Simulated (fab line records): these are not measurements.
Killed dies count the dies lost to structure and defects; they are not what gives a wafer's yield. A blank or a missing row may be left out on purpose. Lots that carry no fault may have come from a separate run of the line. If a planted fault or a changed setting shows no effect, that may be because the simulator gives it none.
Matching of chambers -- flow nand harc -- NHARC_A_STAIRCASE_ETCH_292 on rie diel-09 has 4 sister chambers
The step etches the open film in CF4/CHF3. 14 wafers are shown with their chamber, then 7 later ones without.

## WAFERS PAIRED WITH THEIR CHAMBERS
wafer,chamber,showerhead plenum p Torr (Torr),rf vpp V (V),oes product au (a.u.)
L076.2,1,1.63,372.6,0.917
L076.3,3,1.61,372.7,0.924
L076.4,2,1.53,369.0,0.927
L080.1,3,1.61,373.8,0.935
L080.2,2,1.53,369.1,0.929
L080.4,2,1.52,369.5,0.945
L084.1,3,1.60,370.2,0.923
L084.4,2,1.52,367.9,0.933
L084.6,2,1.52,369.5,0.935
L091.1,1,1.62,372.2,0.920
L091.2,0,1.54,370.5,0.925
L091.3,2,1.52,368.8,0.913
L094.1,1,1.62,372.4,0.919
L094.3,3,1.60,370.4,0.921

SIGNATURES, as means of the wafers listed above
reading,chamber 0,chamber 1,chamber 2,chamber 3,scatter within a chamber
showerhead plenum p Torr,1.5400,1.6233,1.5233,1.6050,0.00548
rf vpp V,370.500,372.400,368.967,371.775,1.06
oes product au,0.92500,0.91867,0.93033,0.92575,0.00825
Rule: a wafer lies at a distance from a chamber equal to the root of the sum of squares, over the readings, of (its reading less the chamber's mean, divided by the reading's scatter). If the next closest chamber is less than 2 further off than the closest, the wafer can't be placed; otherwise it belongs to the closest. How the scatter is found: for the shown wafers, subtract from each reading the mean of its chamber, square and add these, divide the total by (wafers less chambers), then take the root.

## WAFERS WHOSE CHAMBER IS MISSING
wafer,showerhead plenum p Torr (Torr),rf vpp V (V),oes product au (a.u.)
L094.6,1.54,369.1,0.929
L095.3,1.54,369.2,0.928
L095.4,1.62,371.7,0.917
L095.5,1.62,372.7,0.924
L096.1,1.54,369.0,0.930
L096.4,1.51,368.5,0.903
L096.6,1.60,370.9,0.924

## EACH ONE'S CHAMBER
wafer,from the rows above,in truth
L094.6,can't be placed: 0 or 2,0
L095.3,can't be placed: 0 or 2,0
L095.4,1,1
L095.5,can't be placed: 1 or 3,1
L096.1,can't be placed: 0 or 2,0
L096.4,2,2
L096.6,3,3
Placed correctly: 3 of 7. From these rows, 4 cannot be placed; in 4 the true chamber is one of the candidates. Placed wrongly: 0.
